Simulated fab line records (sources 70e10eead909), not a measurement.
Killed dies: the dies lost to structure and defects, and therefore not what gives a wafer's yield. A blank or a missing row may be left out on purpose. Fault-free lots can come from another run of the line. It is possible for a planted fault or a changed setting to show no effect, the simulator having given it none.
Struck lot and sound lot, side by side -- flow nand-harc -- 15 out of 1302 route steps
Sound: these wafers, L349.1, L349.4, L349.5. Wafers L351.3, L351.4, L351.5 were the ones struck. The cause is given at the end.
Each step with rows lists, per side, the tool, then ch with its chambers, then its first start. Under that, the readings that differ: sound wafers -- struck wafers -- difference of the means -- sigmas: that difference in standard deviations of wafers without a fault.
alike: words and numbers the same on both sides, and readings whose means are apart by under 2 such deviations; not compared: readings that were withheld, readings missing a value for some wafer, numbers with overlapping values and no deviation given by the record, and bounds like >300 which may hide the same value.
A row with sigmas, a row that says differs or no value, or rows on one side alone: a step with any of these is where the two part. Non-overlapping numbers with no deviation appear without sigmas and do not part them. A reading missing from all wafers of one side parts the sides only when that side holds two or more wafers.

NHARC_THIN_TSV_DEP_43: deposits SiO2, target thk 1328.5 nm.
  sound on pecvd-04 ch 0,1,2, day 29 00:44; struck on pecvd-02 ch 0,1,2, day 29 05:53
  alike: chamber-pressure-Torr, throttle-valve-pct
then, 8 steps without rows for these wafers: NHARC_THIN_TSV_DEHYDRATE_04 (time 120 s); NHARC_THIN_TSV_HMDS_05 (time 30 s); NHARC_THIN_TSV_COAT_06; NHARC_THIN_TSV_SOFTBAKE_07 (time 95 s); NHARC_THIN_TSV_EBR_08; NHARC_THIN_TSV_EXPOSE_09 (exposes mask TSV); NHARC_THIN_TSV_PEB_10 (peb time 85 s); NHARC_THIN_TSV_DEVELOP_11 (time 70 s).
NHARC_THIN_TSV_CD_MEAS_12: the cd target is 1000 nm.
  sound on cd-sem-02 ch 0, day 29 01:29; struck on cd-sem-02 ch 0, day 29 06:38
  alike: cd-nm
then, 1 step without rows for these wafers: NHARC_THIN_TSV_HARDBAKE_13 (time 80 s).
NHARC_THIN_TSV_DESCUM_14: chemistry O2, time 3 s.
  sound on rie-diel-11 ch 0,2, day 29 01:38; struck on rie-diel-07 ch 0,2,3, day 29 06:47
  alike: drypump-motor-current-A, oes-product-au, rf-vpp-V, showerhead-plenum-p-Torr, throttle-valve-pct
  not compared: rf-hours-counter-h
NHARC_THIN_TSV_ETCH_44: etches the open film in CF4/O2, target depth 1594.2 nm, time 797.1 s.
  sound on rie-diel-11 ch 1,3, day 29 01:43; struck on rie-diel-07 ch 0,1,3, day 29 06:59
  no value came back on the struck wafers for any of 7 readings (bias-w (W), cf4-flow-sccm (sccm) and others); on the sound wafers bias-w (W) reads 800.1 806.1 800.3
  not compared: rf-hours-counter-h
NHARC_THIN_TSV_ETCH_15: target depth 3000 nm, bosch target overetch cycles 2, bosch etch step 2.8 s.
  sound on rie-si-05 ch 0,3, day 29 02:17; struck on rie-si-05 ch 1,3, day 29 07:27
  alike: drypump-motor-current-A
  not compared: rf-hours-counter-h
NHARC_END_SORT_01:
  the record has rows for the struck wafers here (prober-01 ch 0, day 30 02:14) and none for the sound ones

== WHERE THEY PART ==
First at NHARC_THIN_TSV_ETCH_44; last, within this record, at NHARC_END_SORT_01.

WHY: what had been put in by the simulator
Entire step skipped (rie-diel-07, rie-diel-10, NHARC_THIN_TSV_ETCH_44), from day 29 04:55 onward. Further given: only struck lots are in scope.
